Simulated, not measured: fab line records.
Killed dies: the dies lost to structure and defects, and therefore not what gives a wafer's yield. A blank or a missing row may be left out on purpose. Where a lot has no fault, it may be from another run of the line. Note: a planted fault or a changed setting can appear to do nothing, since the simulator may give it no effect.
fab line records | flow n5Finfet
record lots=10 wafers=30 lastDay=17
route steps=1938 shown BEOL_M4@1094 BEOL_M5@1115 PASSIVATION@1936
lots with no fault: from the same line, run without faults
startH: hours from the record's opening day to when the first of the lot's shown wafers began | waitH: hours from the lot's prior step to this one | " as in the row above | L1.1+2: several wafers, shown together as one row | - no value present, or no start provided | * or withheld: withheld | < > ~ a bound
route shown NAME@n: NAME is a module with steps in the file, n the number in the route of the first one | usual: mean/standard deviation of fault-free wafers | same: alike in all rows | chamber/n: place in a boat | sites: the reading at each site | _std_site: their standard deviation | _edge_site: the outer-site mean with the inner-site mean subtracted | radiusMm: how far each site lies from the wafer's centre | mask NAME#n: copy n | behind: the tool/chamber that last shaped the wafer | hold: why the lot was held/for how many hours/how that ended | device: the n, p or np transistor that did not switch | end of line: at the end of the route, the tests of the same wafers | step lacking rows: just its recipe | killed: count of dies lost to structure and defects at first sort (not the wafer's yield) | map: a wafer's dies, marking killed ones x, the rest . and places with no die _
set.NAME: the setting that was run; set.NAME@STEP: the one run at that earlier step | model.NAME: the simulator's own value behind a step, which no gauge read
the route's steps for a sample of lots (tables are steps, rows are wafers)
services: from which hour (startH, from the record's first day; less than 0 if before it) a tool's chamber was out of use, for how many hours, and why
## steps
# step N5_BEOL_M4_SPUTTER_90
# recipe material=Cu targetThkA=45 tempC=-20 chamberPressurePa=0.07 powerW=withheld timeS=8.29
# usual throttleValvePct=30.3/0.66
# columns lot.wafer tool chamber startH waitH throttleValvePct
L639.1 pvdSputter-03 - 167.54 0.1 29.7
L639.3 " - " " 29.7
L639.5 " - " " 29.5
L644.2 pvdSputter-02 - 202.54 0.1 31.2
L644.4 " - " " 30.2
L644.5 " - " " 30.3
L645.1 pvdSputter-01 - 207.31 0.1 30.0
L645.2 " - " " 29.9
L645.3 " - " " 29.6
L647.2 pvdSputter-02 - 218.21 0.1 31.5
L647.5 " - " " 31.4
L647.6 " - " " 30.4
L652.2 pvdSputter-01 - 242.15 0.1 29.6
L652.5 " - " " 29.6
L652.6 " - " " 30.2
L653.2 pvdSputter-03 - 263.07 0.1 31.7
L653.3 " - " " 30.3
L653.6 " - " " 30.5
L655.2 pvdSputter-02 - 266.26 0.1 31.5
L655.4 " - " " 30.4
L655.5 " - " " 30.3
L659.2 pvdSputter-02 - 292.54 0.1 30.4
L659.3 " - " " 29.9
L659.5 " - " " 30.1
L657.1 pvdSputter-01 - 296.11 0.1 29.7
L657.3 " - " " 29.8
L657.5 " - " " 30.4
L661.2 pvdSputter-01 - 300.08 0.1 29.3
L661.3 " - " " 30.2
L661.6 " - " " 29.9
# step N5_BEOL_M4_PRE_CLEAN_60
# recipe gas=NH3/H2 timeS=15 tempC=* rfPowerW=300
# usual heaterPowerOuterW=17/9.1 heaterPowerW=80/19
# columns lot.wafer tool chamber startH waitH heaterPowerOuterW heaterPowerW
L639.1 cvdCo-01 0 169.02 0.0 7 54
L639.3 " 1 " " 19 73
L639.5 " 0 " " 7 55
L644.2 cvdCo-01 1 204.04 0.0 20 73
L644.4 " 2 " " 19 83
L644.5 " 1 " " 20 73
L645.1 cvdCo-02 1 208.79 0.0 10 59
L645.2 " 2 " " 32 104
L645.3 " 0 " " 10 94
L647.2 cvdCo-02 1 219.71 0.0 9 58
L647.5 " 2 " " 33 103
L647.6 " 1 " " 9 57
L652.2 cvdCo-02 2 243.76 0.0 33 104
L652.5 " 1 " " 10 59
L652.6 " 0 " " 10 93
L653.2 cvdCo-02 1 264.57 0.0 10 60
L653.3 " 2 " " 32 104
L653.6 " 2 " " 32 106
L655.2 cvdCo-01 2 267.81 0.1 19 87
L655.4 " 2 " " 19 86
L655.5 " 1 " " 19 73
L659.2 cvdCo-02 0 294.18 0.0 10 95
L659.3 " 1 " " 10 61
L659.5 " 0 " " 10 96
L657.1 cvdCo-01 2 297.67 0.0 19 83
L657.3 " 0 " " 7 57
L657.5 " 1 " " 20 71
L661.2 cvdCo-02 1 301.58 0.0 10 57
L661.3 " 2 " " 32 107
L661.6 " 0 " " 10 93
# step N5_BEOL_M5_PECVD_70
# recipe material=SiO2 targetThkA=160 tempC=400 precursor=TEOS/O2 pressureTorr=5.5 rfW=450 teosFlowSccm=53.8 gas=O2 flowSccm=3000 timeS=18
# usual heaterPowerOuterW=422/48 heaterPowerW=715/84 showerheadPlenumPTorr=8.77/0.067 throttleValvePct=22.6/1.2
# columns lot.wafer tool chamber startH waitH heaterPowerOuterW heaterPowerW showerheadPlenumPTorr throttleValvePct
L639.1 pecvd-03 2 170.88 0.0 469 809 8.81 21.0
L639.3 " 0 " " 464 745 8.75 23.1
L639.5 " 2 " " 464 819 8.79 20.6
L639.1 pecvd-03 2 171.14 0.2 481 830 8.79 20.7
L639.3 " 0 " " 468 760 8.74 23.1
L639.5 " 2 " " 472 848 8.81 20.9
L644.2 pecvd-03 2 205.91 0.0 433 752 8.78 20.9
L644.4 " 2 " " 416 735 8.79 21.0
L644.5 " 1 " " 406 719 8.85 23.2
L644.2 pecvd-03 2 206.15 0.2 409 770 8.78 20.8
L644.4 " 2 " " 410 764 8.78 21.1
L644.5 " 1 " " 414 731 8.85 23.7
L645.1 pecvd-02 2 210.64 0.0 400 657 8.71 21.8
L645.2 " 1 " " 492 797 8.63 24.5
L645.3 " 0 " " 419 683 8.80 21.7
L647.2 pecvd-01 0 221.59 0.0 383 618 8.79 24.0
L647.5 " 0 " " 370 639 8.76 24.5
L647.6 " 1 " " 337 503 8.73 22.3
L647.2 pecvd-01 0 221.83 0.2 372 646 8.76 24.1
L647.5 " 0 " " 362 641 8.75 24.1
L647.6 " 1 " " 335 505 8.74 22.3
L652.2 pecvd-01 1 245.61 0.0 404 590 8.75 22.5
L652.5 " 2 " " 303 564 8.75 22.6
L652.6 " 1 " " 402 588 8.76 22.3
L653.2 pecvd-01 2 266.44 0.0 386 670 8.75 22.6
L653.3 " 1 " " 316 474 8.71 22.1
L653.6 " 1 " " 312 488 8.76 22.4
L655.2 pecvd-03 0 270.09 0.0 435 704 8.74 23.5
L655.4 " 0 " " 447 723 8.75 23.3
L655.5 " 1 " " 408 707 8.87 23.1
L659.2 pecvd-03 2 296.03 0.0 420 750 8.79 21.1
L659.3 " 0 " " 486 777 8.75 23.5
L659.5 " 0 " " 486 787 8.76 23.6
L657.1 pecvd-03 2 299.66 0.0 495 856 8.78 21.1
L657.3 " 0 " " 473 734 8.74 23.4
L657.5 " 0 " " 466 769 8.74 23.6
L661.2 pecvd-03 1 303.89 0.0 374 700 8.87 23.2
L661.3 " 1 " " 373 692 8.87 23.5
L661.6 " 2 " " 469 825 8.80 21.1
# step N5_BEOL_M5_HM_DEP_02
# recipe material=TiN targetThkA=200 tempC=25 chamberPressurePa=0.49996
# usual throttleValvePct=30.3/0.67
# columns lot.wafer tool chamber startH waitH throttleValvePct
L639.1 pvdSputter-03 - 171.48 0.3 29.5
L639.3 " - " " 29.5
L639.5 " - " " 31.7
L644.2 pvdSputter-02 - 206.72 0.6 30.4
L644.4 " - " " 29.8
L644.5 " - " " 30.4
L645.1 pvdSputter-01 - 211.43 0.8 29.6
L645.2 " - " " 29.5
L645.3 " - " " 29.9
L647.2 pvdSputter-03 - 222.15 0.3 29.5
L647.5 " - " " 29.7
L647.6 " - " " 31.6
L652.2 pvdSputter-01 - 246.13 0.5 29.9
L652.5 " - " " 29.8
L652.6 " - " " 30.0
L653.2 pvdSputter-02 - 268.62 2.2 31.6
L653.3 " - " " 30.5
L653.6 " - " " 31.3
L655.2 pvdSputter-02 - 272.18 2.1 31.2
L655.4 " - " " 30.1
L655.5 " - " " 30.2
L659.2 pvdSputter-02 - 297.18 1.1 30.0
L659.3 " - " " 30.1
L659.5 " - " " 30.6
L657.1 pvdSputter-02 - 300.28 0.6 30.0
L657.3 " - " " 30.2
L657.5 " - " " 31.4
L661.2 pvdSputter-01 - 303.98 0.1 29.6
L661.3 " - " " 30.4
L661.6 " - " " 29.8
# step N5_BEOL_M5_CMP_52
# recipe stopOn=SiCOH_lowk tOverpolishS=6.9 downForcePsi=1 platenRpm=50 clearingPlatenDownForcePsi=1.5 clearingPlatenRpm=50 postCmpClean=cuAlkaline targetThkNm=62 clearingPlatenPadVelocityMS=0.99484 padVelocityMS=0.99484
# usual barrierFieldEndpointS=24.2/0.56 motorCurrentA=6.1/0.7 overpolishRunS=6.898/0.0097 platenRpm=50.00/0.033 timeToEndpointS=60.0/2.7
# columns lot.wafer tool chamber startH waitH barrierFieldEndpointS motorCurrentA overpolishRunS platenRpm timeToEndpointS
L639.1 cmp-03 0 185.76 0.3 41.2 6.8 0.037 50.02 63.3
L639.3 " 1 " " 41.1 6.1 0.032 49.96 60.8
L639.5 " 2 " " 41.2 6.8 0.046 50.03 66.0
L644.2 cmp-04 2 215.93 0.2 41.1 6.8 0.039 49.99 61.6
L644.4 " 3 " " 41.2 4.5 0.036 49.99 55.5
L644.5 " 2 " " 41.1 6.2 0.040 50.03 57.8
L645.1 cmp-02 0 222.82 0.3 23.5 5.1 6.879 50.02 60.6
L645.2 " 1 " " 23.9 6.1 6.901 49.95 60.0
L645.3 " 2 " " 23.4 6.4 6.895 49.96 55.3
L647.2 cmp-04 1 232.09 0.3 41.2 6.9 0.039 50.01 62.4
L647.5 " 2 " " 41.1 6.3 0.044 50.05 60.6
L647.6 " 3 " " 41.1 4.5 0.042 49.98 60.6
L652.2 cmp-02 1 260.62 0.3 24.6 6.6 6.898 49.99 63.4
L652.5 " 3 " " 24.8 6.0 6.886 50.03 60.7
L652.6 " 0 " " 24.6 5.4 6.902 49.97 59.7
L653.2 cmp-03 3 278.05 0.2 23.8 6.6 6.894 49.99 57.3
L653.3 " 0 " " 24.4 6.7 6.911 49.96 60.9
L653.6 " 3 " " 24.8 6.6 6.901 50.04 59.9
L655.2 cmp-02 3 281.53 0.2 23.5 6.3 6.878 50.01 57.7
L655.4 " 0 " " 24.5 5.3 6.900 50.02 60.0
L655.5 " 3 " " 24.2 6.1 6.901 49.98 59.3
L659.2 cmp-02 2 308.00 0.3 23.4 5.9 6.896 50.06 58.2
L659.3 " 1 " " 23.8 6.1 6.919 49.97 58.1
L659.5 " 3 " " 23.4 6.1 6.895 49.97 58.1
L657.3 cmp-04 3 309.34 0.2 24.5 4.3 6.897 49.97 63.3
L657.1 " 0 " " 23.9 5.7 6.893 50.01 61.8
L657.5 " 1 " " 23.9 6.6 6.889 49.97 58.4
L661.3 cmp-03 2 314.03 0.2 24.8 6.9 6.915 50.03 64.1
L661.2 " 0 " " 24.2 6.5 6.914 49.92 62.4
L661.6 " 2 " " 25.1 6.7 6.892 50.00 62.7
# step N5_PASSIVATION_PROBE_49
# usual defectLimitedYield=91.0/1.3 killed_at_M0_to_M3=36/9.5 killed_at_M4_up=14/5.6 killedAtContacts=12/6.4 killedAtFrontEnd=40/10 killedAtOther=3.2/3 killedDies=107/15 killedOpen=69/12 killedShort=35/7.7 sort_bin_5_function=5.3/0.91 sort_bin_6_memory=3.3/0.65 sort_bin_8_speed=0.00/0.012 sortNPass=1073/15 sortYieldPct=91.0/1.3
# same grossDies=1180 killedAtBackSide=0 sort_bin_4_leakage[%]=0
# columns lot.wafer tool chamber startH waitH defectLimitedYield[%] killed_at_M0_to_M3 killed_at_M4_up killedAtContacts killedAtFrontEnd killedAtOther killedDies killedOpen killedShort sort_bin_5_function[%] sort_bin_6_memory[%] sort_bin_8_speed[%] sortNPass sortYieldPct[%]
L639.1 prober-01 - 272.99 0.0 88.5 41 17 14 60 4 136 89 36 5.5 4.6 0 1044 88.5
# killed by level:class
L639.1 STI_FIN_REVEAL:geometricParticle:open=15 FIN_SAQP:geometricParticle:open=14 HKMG_FIN:areaEtch=11 BEOL_M3:geometricParticle:open=10 MOL_CONTACT_COAG:geometricParticle:open=10 BEOL_M1:geometricParticle:open=9 FIN_SAQP:geometricParticle:short=7 BEOL_M0_SAQP:geometricParticle:open=7
## services
# columns tool chamber startH hours kind
pvdSputter-03 - 149.66 0.9 repair
cvdCo-01 1 151.35 13.2 repair
cmp-04 - 159.73 1.9 repair
pecvd-01 1 178.04 5.5 scheduledDown
cvdCo-02 1 181.35 6.2 repair
pecvd-03 1 181.93 7.5 repair
cvdCo-02 - 186.63 0.6 repair
cmp-02 - 199.17 2.7 repair
cvdCo-01 1 207.09 17.2 repair
pecvd-01 0 212.78 2.1 scheduledDown
pecvd-03 0 215.13 5.5 scheduledDown
cmp-03 - 222.36 9.7 pm
pecvd-02 - 226.68 1.2 repair
cmp-04 - 233.51 0.4 repair
cmp-03 - 234.65 6.3 repair
cmp-04 - 239.57 4.0 pm
cmp-03 - 242.27 2.7 repair
cmp-02 - 243.57 6.4 pm
pvdSputter-01 - 265.37 5.6 repair
cmp-04 - 265.77 0.9 repair
cmp-02 - 280.02 0.6 repair
cmp-03 - 294.90 1.3 repair
pecvd-03 0 300.29 4.7 repair
pecvd-02 - 307.51 5.5 pm
## key
firstSign step=N5_BEOL_M5_PECVD_70 reading=visit direction=added
effect step=N5_BEOL_M5_CMP_52 reading=overpolishRunS direction=down sigmas=99+ usual=6.898 struck=0.039
metAt N5_BEOL_M5_PECVD_70
struckLots L639,L644,L647
baselineLoss step=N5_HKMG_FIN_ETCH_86 wafers=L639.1
notActingAt N5_BEOL_M4_SPUTTER_90,N5_BEOL_M4_PRE_CLEAN_60,N5_BEOL_M5_HM_DEP_02
fault kind=repeatedStepWhole tool=pecvd-01,pecvd-02,pecvd-03 chamber=- onsetH=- steps=N5_BEOL_M5_PECVD_70 times=1 scope=struckLotsOnly
# baselineLoss: these wafers lose ten dies or more at that step, a loss of the line's own and not of a fault; the sort's usual values leave them out
